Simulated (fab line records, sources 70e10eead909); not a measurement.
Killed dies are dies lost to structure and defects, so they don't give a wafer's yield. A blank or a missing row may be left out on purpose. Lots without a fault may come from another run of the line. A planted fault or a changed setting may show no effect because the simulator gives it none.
Which tool did it? | flow nand_harc | 13 lots, 39 wafers sampled, at 5 steps of a route of 1159

WHAT THE GAUGES READ, wafer by wafer
NHARC_A_SLIT_OVL_MEAS_10.
lot  | measured     | on         | overlay_x_nm (nm) | overlay_y_nm (nm)
L688 | day 14 21:13 | overlay-01 | 0.4 0.8 0.8       | -0.2 -0.8 -0.6
L689 | day 14 21:25 | overlay-02 | -0.3 -0.4 -0.8    | 0.7 0.9 0.4
L687 | day 14 22:21 | overlay-02 | -2.4 -1.3 -2.7    | 0.6 0.5 0.3
L692 | day 15 04:29 | overlay-01 | -1.3 -1.9 -1.1    | -0.5 -0.4 -1.3
L693 | day 15 14:20 | overlay-02 | 0.6 1.2 0.3       | 0.1 0.5 0.2
L691 | day 15 16:13 | overlay-02 | -0.1 0.2 -0.5     | -0.1 0.0 0.4
L695 | day 16 20:59 | overlay-02 | -0.8 -1.0 -0.9    | -0.1 -0.4 -0.4
L701 | day 17 06:01 | overlay-01 | -0.4 -0.2 -0.7    | 0.1 0.0 -0.1
L707 | day 18 22:21 | overlay-02 | -1.2 -0.6 -0.7    | -0.7 -0.1 0.0
L706 | day 18 22:30 | overlay-01 | 0.1 0.1 0.2       | 0.7 0.5 0.4
L708 | day 19 19:19 | overlay-02 | -0.3 0.1 -0.3     | -1.4 -0.6 -1.2
L709 | day 20 02:11 | overlay-01 | -0.8 -1.0 -1.1    | -1.2 -1.3 -0.8
L710 | day 20 02:20 | overlay-01 | -1.0 -0.7 -1.1    | -0.7 -0.9 -0.9

NHARC_END_SORT_01.
lot  | measured     | on        | killed_at_array | killed_at_other | killed_at_periphery | killed_dies | killed_open | killed_short
L688 | day 20 20:20 | prober-02 | 36 38 41        | 1 0 0           | 7 2 4               | 44 40 45    | 6 3 2       | 3 1 1
L693 | day 21 18:05 | prober-01 | 24 35 26        | 3 2 1           | 4 1 4               | 31 38 31    | 5 2 6       | 0 4 4
L695 | day 21 19:02 | prober-02 | 29 33 29        | 1 2 2           | 6 8 7               | 36 43 38    | 6 6 2       | 0 3 0
L706 | day 24 14:30 | prober-02 | 47 29 32        | 0 2 2           | 1 1 1               | 48 32 35    | 3 3 2       | 1 2 3
L709 | day 25 01:55 | prober-01 | 21 23 27        | 2 0 0           | 5 4 3               | 28 27 30    | 1 4 6       | 3 1 1

WHICH TOOL RAN EACH LOT (tool, then ch and the chambers of the sampled wafers, then the start)
lot  | NHARC_A_SLIT_STRIP_18                         | NHARC_A_WL_FILL_ETCHBACK_17       | NHARC_A_WL_FILL_CVD_20
L688 | rie_diel-12 ch 0,2,3, day 16 01:13 or earlier | rie_metal-01 ch 0,1, day 16 01:13 | cvd_w-02 ch 0,1, day 20 20:20 or earlier
L689 | rie_diel-05 ch 2,3, day 16 07:50 or earlier   | rie_metal-02 ch 0,1, day 16 07:50 | cvd_w-01 ch 0,1, no start
L687 | rie_diel-05 ch 0,1,3, day 16 01:10 or earlier | rie_metal-02 ch 0,1, day 16 01:10 | cvd_w-01 ch 0,1, no start
L692 | rie_diel-12 ch 1,3, day 16 07:55 or earlier   | rie_metal-01 ch 0,1, day 16 07:55 | cvd_w-02 ch 0,1, no start
L693 | rie_diel-05 ch 0,1, day 16 20:50 or earlier   | rie_metal-03 ch 0,1, day 16 20:50 | cvd_w-01 ch 0,1, day 21 18:05 or earlier
L691 | rie_diel-05 ch 0,2,3, day 17 01:10 or earlier | rie_metal-02 ch 0,1, day 17 01:10 | cvd_w-02 ch 0,1, no start
L695 | rie_diel-06 ch 0,2, day 18 02:27 or earlier   | rie_metal-02 ch 0, day 18 02:27   | cvd_w-01 ch 0,1, day 21 19:02 or earlier
L701 | rie_diel-12 ch 0,2,3, day 18 15:36 or earlier | rie_metal-03 ch 0,1, day 18 15:36 | cvd_w-02 ch 0,1, no start
L707 | rie_diel-06 ch 0,2,3, day 20 08:45 or earlier | rie_metal-03 ch 0,1, day 20 08:45 | cvd_w-02 ch 0,1, no start
L706 | rie_diel-05 ch 0,1,2, day 20 04:47 or earlier | rie_metal-01 ch 1, day 20 04:47   | cvd_w-02 ch 0,1, day 24 14:30 or earlier
L708 | rie_diel-12 ch 1,2,3, day 20 21:55 or earlier | rie_metal-03 ch 0,1, day 20 21:55 | cvd_w-01 ch 0,1, no start
L709 | rie_diel-05 ch 0,2,3, day 21 12:21 or earlier | rie_metal-03 ch 0,1, day 21 12:21 | cvd_w-02 ch 0,1, day 25 01:55 or earlier
L710 | rie_diel-05 ch 1,2,3, day 21 15:23 or earlier | rie_metal-01 ch 0,1, day 21 15:23 | cvd_w-01 ch 0,1, no start
- NHARC_A_SLIT_STRIP_18: strips in O2.
- NHARC_A_WL_FILL_ETCHBACK_17: etches the open film in Cl2/BCl3, target depth 4 nm, time 26.7 s.
- NHARC_A_WL_FILL_CVD_20: deposits W, target thk 75 nm, time 5064 s.

WHAT THE TOOLS THEMSELVES READ (means of the sampled wafers that have a number; where no wafer has one, the mark that the record gives instead)
NHARC_A_SLIT_STRIP_18.
lot  | tool        | drypump_motor_current_A (A) | o2_flow_sccm (sccm) | oes_product_au (a.u.) | rf_vpp_V (V) | showerhead_plenum_p_Torr (Torr) | throttle_valve_pct (%)
L688 | rie_diel-12 | 5.8                         | 500.4               | 0.992                 | 57.6         | 3.32                            | 17.033
L689 | rie_diel-05 | 5.5                         | 500.2               | 1.013                 | 57.0         | 3.48                            | 17.043
L687 | rie_diel-05 | 5.4                         | 500.8               | 1.006                 | 57.0         | 3.42                            | 17.043
L692 | rie_diel-12 | 5.0                         | 500.5               | 0.992                 | 58.0         | 3.38                            | 17.033
L693 | rie_diel-05 | 5.1                         | 499.5               | 1.004                 | 57.4         | 3.45                            | 17.035
L691 | rie_diel-05 | 5.5                         | 499.7               | 1.004                 | 58.0         | 3.45                            | 17.036
L695 | rie_diel-06 | 5.8                         | 501.0               | 0.994                 | 58.3         | 3.40                            | 17.035
L701 | rie_diel-12 | 5.9                         | 498.5               | 0.993                 | 57.0         | 3.32                            | 17.033
L707 | rie_diel-06 | 5.4                         | 499.1               | 1.000                 | 58.1         | 3.50                            | 17.039
L706 | rie_diel-05 | 5.2                         | 499.2               | 0.991                 | 57.8         | 3.48                            | 17.047
L708 | rie_diel-12 | 5.5                         | 501.8               | 0.997                 | 57.1         | 3.37                            | 17.045
L709 | rie_diel-05 | 5.5                         | 499.5               | 1.011                 | 57.9         | 3.45                            | 17.038
L710 | rie_diel-05 | 5.6                         | 499.6               | 1.004                 | 57.0         | 3.44                            | 17.031

NHARC_A_WL_FILL_ETCHBACK_17.
lot  | tool         | drypump_motor_current_A (A) | oes_product_au (a.u.) | run_length_s (s)
L688 | rie_metal-01 | 5.89                        | 1.012                 | 48.1
L689 | rie_metal-02 | 5.74                        | 0.991                 | 48.0
L687 | rie_metal-02 | 5.74                        | 0.996                 | 47.9
L692 | rie_metal-01 | 5.94                        | 1.008                 | 47.6
L693 | rie_metal-03 | 5.49                        | 1.010                 | 48.3
L691 | rie_metal-02 | 5.81                        | 0.988                 | 40.7
L695 | rie_metal-02 | 5.67                        | 1.001                 | 44.4
L701 | rie_metal-03 | 5.63                        | 1.002                 | 48.6
L707 | rie_metal-03 | 5.49                        | 0.997                 | 48.4
L706 | rie_metal-01 | 6.00                        | 0.992                 | 47.7
L708 | rie_metal-03 | 5.66                        | 0.999                 | 48.6
L709 | rie_metal-03 | 5.66                        | 0.994                 | 48.5
L710 | rie_metal-01 | 5.95                        | 1.008                 | 48.0

NHARC_A_WL_FILL_CVD_20.
lot  | tool     | heater_power_w (W) | throttle_valve_pct (%)
L688 | cvd_w-02 | 436                | 8.01
L689 | cvd_w-01 | 518                | 7.97
L687 | cvd_w-01 | 559                | 7.85
L692 | cvd_w-02 | 443                | 7.94
L693 | cvd_w-01 | 514                | 7.84
L691 | cvd_w-02 | 433                | 7.82
L695 | cvd_w-01 | 509                | 7.91
L701 | cvd_w-02 | 433                | 7.90
L707 | cvd_w-02 | 475                | 8.05
L706 | cvd_w-02 | 438                | 8.06
L708 | cvd_w-01 | 516                | 7.88
L709 | cvd_w-02 | 481                | 7.93
L710 | cvd_w-01 | 565                | 7.74

THE ANSWER, worked out from the rows above alone
Rule: what is usual is taken from the lots themselves. Put in order of their means at a reading, lots are off if they are a third of the lots or fewer, leave a main group of 4 or more, and stand apart from it by a gap of 3 or more times the standard deviation of the main group's means; of several such gaps the widest counts. A main group whose means are all the same, to the digits that the tables above print for the reading, isn't used. A lot without any number at a reading at which 4 lots or more have one is off too. The other lots that the step has rows for count as sound. The gauges are gone through in route order, then the tools' own readings, and for those a lot's mean is taken as printed above. The first step at which some lot is off is used, and at that step the reading that is off furthest; a lot without a number counts as furthest.
Off: L691, L695, at NHARC_A_WL_FILL_ETCHBACK_17 (run_length_s). The main group: mean 48.2 s, standard deviation 0.33.
A tool fits if, at that step or a process step before it, it ran every lot that is off, and no sound lot after the first of them. NHARC_A_SLIT_STRIP_18 gives no start for some lots, so the hours and the order of its lots are those of NHARC_A_WL_FILL_ETCHBACK_17. One fits: rie_metal-02 at NHARC_A_WL_FILL_ETCHBACK_17. Its last sound lot is L689 (day 16 07:50), its first lot that is off L691 (day 17 01:10): a fault that began between those two fits.
The tool's own readings at NHARC_A_WL_FILL_ETCHBACK_17 bear it out: on the lots that are off they differ by more than 5 times the standard deviation of the sound lots' means. run_length_s reads 42.5 s there against 48.2 s on the sound lots.

WHAT THE SIMULATOR HAD PUT IN
Process parameter drift: rie_metal-02, from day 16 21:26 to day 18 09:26, at NHARC_A_WL_FILL_ETCHBACK_17. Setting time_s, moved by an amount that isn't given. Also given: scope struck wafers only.
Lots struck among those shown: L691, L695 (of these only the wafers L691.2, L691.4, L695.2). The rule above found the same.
